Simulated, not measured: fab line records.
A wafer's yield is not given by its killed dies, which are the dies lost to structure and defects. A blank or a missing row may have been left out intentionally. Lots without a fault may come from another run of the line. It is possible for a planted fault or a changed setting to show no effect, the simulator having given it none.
fab line records -- flow nandHarc
record lots=12, wafers=36, lastDay=32
route steps=1302 shown P_M0@284 P_M1@293 END@1302
lots with no fault: from the same line, run without faults
startH: start of the lot's first displayed wafer, in hours after the record's first day -- waitH: how many hours have passed since the lot's step before this one -- " unchanged from the row above -- L1.1+2: a single row standing in for several wafers -- - no value present, or no start provided -- * or withheld: withheld -- < > ~ a bound
route shown NAME@n: NAME is a module with steps in the file, n the number in the route of the first one -- usual: average and standard deviation across the fault-free wafers -- same: alike in all rows -- chamber/n: place in a boat -- sites: each site's reading -- _std_site: how widely they spread, as a standard deviation -- _edge_site: outer sites' mean less inner sites' -- radiusMm: how far each site lies from the wafer's centre -- mask NAME#n: copy n -- behind: the tool/chamber that last shaped the wafer -- hold: why the lot went on hold/how many hours it stayed there/how the hold came to an end -- device: names the non-switching transistor (n, p or np) -- end of line: the same wafers' tests at the end of the route -- a step without rows: its recipe alone -- killed: dies lost to structure and defects at the first sort, not the wafer's yield -- map: per-die view of a wafer (x killed, . not killed, _ where there is no die)
set.NAME: the setting as run; set.NAME@STEP: as run at that earlier step -- model.NAME: the simulator's own value behind a step, which no gauge read
steps of the route over a sample of lots; a table a step, a row a wafer
services: when a tool's chamber went out of use (startH, in hours from the record's first day, below 0 if earlier), for how many hours, and the reason
## steps
# step NHARC_P_M0_DEP_32
# recipe targetThkA=300, tempC=370, targetThkNm=30, pressureTorr=3, flowSccm=200, rfW=450, material=SiCN
# usual heaterPowerW=574/75, rfFwdPowerW=449.2/1.3
lot.wafer,tool,chamber,startH,waitH,heaterPowerW,rfFwdPowerW
L271.1,pecvd-04,0,132.44,0.1,705,446.9
L271.4,pecvd-04,2,132.44,0.1,601,448.3
L271.6,pecvd-04,0,132.44,0.1,707,449.2
L272.3,pecvd-03,2,135.02,0.1,539,449.3
L272.5,pecvd-03,2,135.02,0.1,566,449.3
L272.6,pecvd-03,1,135.02,0.1,606,448.6
L275.4,pecvd-04,2,161.13,0.2,565,449.9
L275.5,pecvd-04,0,161.13,0.2,739,449.5
L275.6,pecvd-04,1,161.13,0.2,539,449.1
L276.2,pecvd-01,0,176.28,0.1,664,449.9
L276.1,pecvd-01,2,176.28,0.1,503,448.9
L276.4,pecvd-01,0,176.28,0.1,670,448.9
L278.2,pecvd-04,2,196.02,0.1,564,449.7
L278.3,pecvd-04,0,196.02,0.1,738,447.1
L278.1,pecvd-04,1,196.02,0.1,528,447.8
L279.3,pecvd-04,0,207.31,0.1,652,449.7
L279.1,pecvd-04,1,207.31,0.1,513,449.5
L279.5,pecvd-04,0,207.31,0.1,665,448.1
L280.2,pecvd-01,1,225.17,0.1,511,447.8
L280.6,pecvd-01,2,225.17,0.1,479,448.6
L280.5,pecvd-01,0,225.17,0.1,634,450.9
L287.3,pecvd-01,0,288.83,0.1,658,448.7
L287.2,pecvd-01,1,288.83,0.1,580,449.0
L287.1,pecvd-01,2,288.83,0.1,489,449.7
L289.2,pecvd-04,1,302.78,0.1,432,448.9
L289.1,pecvd-04,0,302.78,0.1,642,449.6
L289.5,pecvd-04,1,302.78,0.1,441,448.8
L290.2,pecvd-03,1,313.48,0.1,454,447.8
L290.1,pecvd-03,0,313.48,0.1,641,448.8
L290.5,pecvd-03,2,313.48,0.1,550,450.2
L291.3,pecvd-01,2,331.42,0.1,438,449.8
L291.1,pecvd-01,0,331.42,0.1,589,448.5
L291.5,pecvd-01,2,331.42,0.1,447,450.3
L293.1,pecvd-01,0,342.89,0.1,541,448.1
L293.3,pecvd-01,2,342.89,0.1,503,450.4
L293.4,pecvd-01,0,342.89,0.1,550,449.0
# step NHARC_P_M1_PEB_07
# recipe pebTempC=100, pebTimeS=65
# usual heaterPowerTotalW=156.6/0.43
lot.wafer,tool,chamber,startH,waitH,heaterPowerTotalW
L271.1,lithoTrack-04,0,133.52,0.1,156.5
L271.4,lithoTrack-04,0,133.52,0.1,157.1
L271.6,lithoTrack-04,0,133.52,0.1,156.6
L272.3,lithoTrack-01,0,136.04,0.0,156.9
L272.5,lithoTrack-01,0,136.04,0.0,157.2
L272.6,lithoTrack-01,0,136.04,0.0,155.9
L275.4,lithoTrack-01,0,162.18,0.0,156.7
L275.5,lithoTrack-01,0,162.18,0.0,156.1
L275.6,lithoTrack-01,0,162.18,0.0,156.3
L276.1,lithoTrack-06,0,177.59,0.1,156.0
L276.2,lithoTrack-06,0,177.59,0.1,156.0
L276.4,lithoTrack-06,0,177.59,0.1,156.4
L278.1,lithoTrack-06,0,197.16,0.1,156.0
L278.2,lithoTrack-06,0,197.16,0.1,157.2
L278.3,lithoTrack-06,0,197.16,0.1,156.0
L279.1,lithoTrack-06,0,208.48,0.1,186.0
L279.3,lithoTrack-06,0,208.48,0.1,156.7
L279.5,lithoTrack-06,0,208.48,0.1,156.4
L280.2,lithoTrack-06,0,226.34,0.1,157.1
L280.5,lithoTrack-06,0,226.34,0.1,156.7
L280.6,lithoTrack-06,0,226.34,0.1,186.3
L287.1,lithoTrack-01,0,289.87,0.1,156.2
L287.2,lithoTrack-01,0,289.87,0.1,157.0
L287.3,lithoTrack-01,0,289.87,0.1,156.2
L289.1,lithoTrack-06,0,303.82,0.1,156.0
L289.2,lithoTrack-06,0,303.82,0.1,156.0
L289.5,lithoTrack-06,0,303.82,0.1,157.1
L290.1,lithoTrack-01,0,314.50,0.1,156.9
L290.2,lithoTrack-01,0,314.50,0.1,157.0
L290.5,lithoTrack-01,0,314.50,0.1,156.9
L291.1,lithoTrack-04,0,332.42,0.1,156.9
L291.3,lithoTrack-04,0,332.42,0.1,156.1
L291.5,lithoTrack-04,0,332.42,0.1,156.6
L293.1,lithoTrack-06,0,343.92,0.1,157.2
L293.3,lithoTrack-06,0,343.92,0.1,156.5
L293.4,lithoTrack-06,0,343.92,0.1,156.9
# step NHARC_P_M1_CD_MEAS_09
# recipe targetCdNm=130, landingEnergyEv=500
# usual cdNm=129.8/0.94
lot.wafer,tool,chamber,startH,waitH,cdNm
L271.1,cdSem-02,0,133.60,-,129.6
L271.4,cdSem-02,0,133.60,-,128.1
L271.6,cdSem-02,0,133.60,-,128.2
L272.3,cdSem-03,0,136.12,-,129.2
L272.5,cdSem-03,0,136.12,-,130.3
L272.6,cdSem-03,0,136.12,-,129.8
L275.4,cdSem-02,0,162.26,-,129.8
L275.5,cdSem-02,0,162.26,-,129.8
L275.6,cdSem-02,0,162.26,-,129.7
L276.1,cdSem-02,0,177.67,-,129.9
L276.2,cdSem-02,0,177.67,-,129.8
L276.4,cdSem-02,0,177.67,-,131.5
L278.1,cdSem-02,0,197.24,-,130.6
L278.2,cdSem-02,0,197.24,-,130.6
L278.3,cdSem-02,0,197.24,-,130.6
L279.1,cdSem-01,0,208.56,-,118.3
L279.3,cdSem-01,0,208.56,-,130.2
L279.5,cdSem-01,0,208.56,-,131.2
L280.2,cdSem-02,0,226.42,-,128.8
L280.5,cdSem-02,0,226.42,-,128.7
L280.6,cdSem-02,0,226.42,-,118.9
L287.1,cdSem-01,0,289.95,-,129.7
L287.2,cdSem-01,0,289.95,-,128.9
L287.3,cdSem-01,0,289.95,-,129.1
L289.1,cdSem-02,0,303.90,-,132.0
L289.2,cdSem-02,0,303.90,-,131.5
L289.5,cdSem-02,0,303.90,-,130.7
L290.1,cdSem-01,0,314.58,-,129.3
L290.2,cdSem-01,0,314.58,-,129.2
L290.5,cdSem-01,0,314.58,-,129.3
L291.1,cdSem-02,0,332.50,-,128.4
L291.3,cdSem-02,0,332.50,-,128.6
L291.5,cdSem-02,0,332.50,-,128.1
L293.1,cdSem-01,0,344.00,-,130.6
L293.3,cdSem-01,0,344.00,-,129.9
L293.4,cdSem-01,0,344.00,-,129.5
# step NHARC_P_M1_OVL_MEAS_10
# recipe pitchNm=260
# usual overlayXNm=0.0/0.97, overlayYNm=0.2/0.79
lot.wafer,tool,chamber,startH,waitH,overlayXNm,overlayYNm
L271.1,overlay-01,-,133.69,-,0.6,-0.5
L271.4,overlay-01,-,133.69,-,0.7,-0.5
L271.6,overlay-01,-,133.69,-,0.3,0.1
L272.3,overlay-02,-,136.21,-,-1.3,-0.6
L272.5,overlay-02,-,136.21,-,-1.6,-1.2
L272.6,overlay-02,-,136.21,-,-1.9,-0.8
L275.4,overlay-01,-,162.34,-,-0.4,0.2
L275.5,overlay-01,-,162.34,-,-0.3,0.1
L275.6,overlay-01,-,162.34,-,-0.1,0.7
L276.1,overlay-02,-,177.76,-,-0.5,0.5
L276.2,overlay-02,-,177.76,-,-0.1,1.2
L276.4,overlay-02,-,177.76,-,0.1,1.4
L278.1,overlay-02,-,197.33,-,-0.3,-0.2
L278.2,overlay-02,-,197.33,-,-1.1,-0.3
L278.3,overlay-02,-,197.33,-,-0.9,-0.5
L279.1,overlay-02,-,208.65,-,2.5,0.9
L279.3,overlay-02,-,208.65,-,1.5,0.5
L279.5,overlay-02,-,208.65,-,2.4,0.6
L280.2,overlay-01,-,226.50,-,-0.5,1.5
L280.5,overlay-01,-,226.50,-,-1.2,1.6
L280.6,overlay-01,-,226.50,-,-1.0,1.1
L287.1,overlay-01,-,290.04,-,-0.2,0.0
L287.2,overlay-01,-,290.04,-,0.3,0.6
L287.3,overlay-01,-,290.04,-,0.4,0.6
L289.1,overlay-02,-,303.99,-,-1.5,-0.3
L289.2,overlay-02,-,303.99,-,-1.5,-0.4
L289.5,overlay-02,-,303.99,-,-1.0,-0.2
L290.1,overlay-02,-,314.66,-,1.0,0.5
L290.2,overlay-02,-,314.66,-,1.0,-0.1
L290.5,overlay-02,-,314.66,-,1.2,0.3
L291.1,overlay-01,-,332.59,-,1.2,-0.4
L291.3,overlay-01,-,332.59,-,1.4,0.0
L291.5,overlay-01,-,332.59,-,1.3,-0.5
L293.1,overlay-01,-,344.09,-,-0.3,0.6
L293.3,overlay-01,-,344.09,-,-0.3,0.3
L293.4,overlay-01,-,344.09,-,-0.2,0.8
# step NHARC_P_M1_ETCH_15
# recipe targetDepthA=1825, timeS=91.2, c4f8FlowSccm=withheld, arFlowSccm=400, rfW=600, biasW=300, chemistry=C4F8/Ar
# usual oesProductAu=0.957/0.022, rfFwdPowerW=595.5/2.4, rfVppV=440.1/2.2
lot.wafer,tool,chamber,startH,waitH,oesProductAu,rfFwdPowerW,rfHoursCounterH,rfVppV
L271.4,rieDiel-12,3,-,-,0.962,594.3,3,440.7
L271.1,rieDiel-12,1,-,-,0.976,597.0,4,443.6
L271.6,rieDiel-12,2,-,-,0.965,593.8,-,440.1
L272.3,rieDiel-03,1,-,-,0.963,600.0,9,438.8
L272.5,rieDiel-03,1,-,-,0.964,597.8,-,439.8
L272.6,rieDiel-03,0,-,-,0.979,596.6,-,446.4
L275.4,rieDiel-02,0,-,-,0.915,594.2,8,438.2
L275.5,rieDiel-02,2,-,-,0.963,596.0,-,439.2
L275.6,rieDiel-02,3,-,-,0.918,594.8,-,440.2
L276.2,rieDiel-03,1,-,-,0.970,600.9,24,440.7
L276.4,rieDiel-03,2,-,-,0.974,597.2,22,437.4
L276.1,rieDiel-03,0,-,-,1.000,598.1,20,445.5
L278.3,rieDiel-12,1,-,-,0.951,596.8,9,443.0
L278.1,rieDiel-12,2,-,-,0.976,594.8,9,442.1
L278.2,rieDiel-12,3,-,-,0.963,592.8,7,438.7
L279.3,rieDiel-12,3,-,-,0.919,590.1,8,440.8
L279.1,rieDiel-12,1,-,-,0.916,601.8,10,444.8
L279.5,rieDiel-12,3,-,-,0.911,593.3,-,440.0
L280.2,rieDiel-12,3,-,-,0.963,592.4,10,439.9
L280.5,rieDiel-12,1,-,-,0.932,595.6,-,445.8
L280.6,rieDiel-12,2,-,-,0.975,594.6,-,439.9
L287.3,rieDiel-02,0,-,-,0.959,597.0,3,438.3
L287.2,rieDiel-02,1,-,-,0.983,594.9,3,437.5
L287.1,rieDiel-02,2,-,-,0.986,595.5,4,440.8
L289.1,rieDiel-12,2,-,-,0.915,594.9,3,440.6
L289.2,rieDiel-12,1,-,-,0.914,595.7,4,443.8
L289.5,rieDiel-12,3,-,-,0.898,592.7,-,439.9
L290.2,rieDiel-02,0,-,-,0.963,593.1,5,438.6
L290.1,rieDiel-02,1,-,-,0.986,592.9,5,437.5
L290.5,rieDiel-02,3,-,-,0.968,593.1,-,440.1
L291.3,rieDiel-02,1,-,-,0.941,596.1,5,436.2
L291.1,rieDiel-02,2,-,-,0.934,596.8,6,440.4
L291.5,rieDiel-02,3,-,-,0.917,593.9,-,441.7
L293.1,rieDiel-12,0,-,-,0.962,597.9,6,438.5
L293.4,rieDiel-12,1,-,-,0.950,595.9,8,444.1
L293.3,rieDiel-12,3,-,-,0.961,593.9,7,440.8
# step NHARC_END_SORT_01
# recipe tempC=25
# usual defectLimitedYield=91.1/2.8, killedAtArray=55/19, killedAtOther=0.9/1.4, killedAtPeriphery=3.8/2.9, killedDies=60/19, killedOpen=3.3/1.8, killedShort=2.6/1.6
# same grossDies=677
lot.wafer,tool,chamber,startH,waitH,defectLimitedYield[%],killedAtArray,killedAtOther,killedAtPeriphery,killedDies,killedOpen,killedShort
L279.1,prober-01,0,653.44,2.5,95.7,25,2,2,29,2,3
L280.6,prober-01,0,671.89,4.0,88.3,74,0,5,79,2,1
# killed by level:class
L279.1 A_CHANNEL_HOLE_D2:chamberFilmFlake=10 A_STAIRCASE:chamberFilmFlake=3 A_CHANNEL_HOLE_D1:chamberFilmFlake=2 A_WL_FILL:chamberFilmFlake=2 A_CONTACT:chamberFilmFlake=2 THIN_TSV:chamberFilmFlake=2 A_M1:chamberFilmFlake=2 P_M0:geometricParticle:open=1
L280.6 A_CHANNEL_HOLE_D1:chamberFilmFlake=35 A_SLIT:chamberFilmFlake=28 A_CONTACT:chamberFilmFlake=5 P_STI:chamberFilmFlake=2 A_CHANNEL_HOLE_D2:chamberFilmFlake=2 P_M1:areaPeb=2 P_CONTACT:geometricParticle:open=1 A_ONON_D1:geometricParticle:open=1
## services
tool,chamber,startH,hours,kind
rieDiel-03,-,117.10,0.4,repair
rieDiel-12,0,125.24,-,clean
rieDiel-12,1,125.24,-,clean
pecvd-01,-,130.00,13.0,pm
rieDiel-03,0,140.27,7.8,repair
rieDiel-12,3,142.72,8.9,repair
pecvd-04,0,151.75,6.0,repair
lithoTrack-01,-,155.00,7.0,pm
pecvd-01,1,159.98,32.9,repair
lithoTrack-06,-,179.00,7.0,pm
pecvd-03,-,185.00,13.0,pm
pecvd-01,1,201.88,6.4,repair
rieDiel-02,3,202.02,6.1,repair
lithoTrack-04,-,203.00,7.0,pm
rieDiel-02,-,216.70,9.0,pm
rieDiel-03,1,251.20,19.6,repair
pecvd-01,-,255.51,1.1,repair
rieDiel-12,-,268.74,9.0,pm
pecvd-04,-,269.00,13.0,pm
rieDiel-03,-,281.59,9.0,pm
pecvd-01,-,311.00,13.0,pm
lithoTrack-01,-,330.00,7.0,pm
rieDiel-03,-,332.17,0.9,repair
rieDiel-12,0,337.64,2.7,repair
## key
firstSign step=NHARC_P_M1_PEB_07, reading=heaterPowerTotalW, direction=up, sigmas=69, usual=*, struck=*
effect step=NHARC_P_M1_CD_MEAS_09, reading=cdNm, direction=down, sigmas=12, usual=129.8, struck=118.6
metAt NHARC_P_M1_PEB_07
struckLots L279,L280
struckWafers L279.1,L280.6
notActingAt NHARC_P_M0_DEP_32,NHARC_P_M1_OVL_MEAS_10,NHARC_P_M1_ETCH_15
onsetBetween 197.16 208.48
fault kind=processParameterDrift, tool=lithoTrack-06, chamber=-, onsetH=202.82, steps=NHARC_P_M1_PEB_07, channel=pebTimeS, offset=*, shape=step, endH=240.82, scope=struckWafersOnly, actsIn=*, stated=*
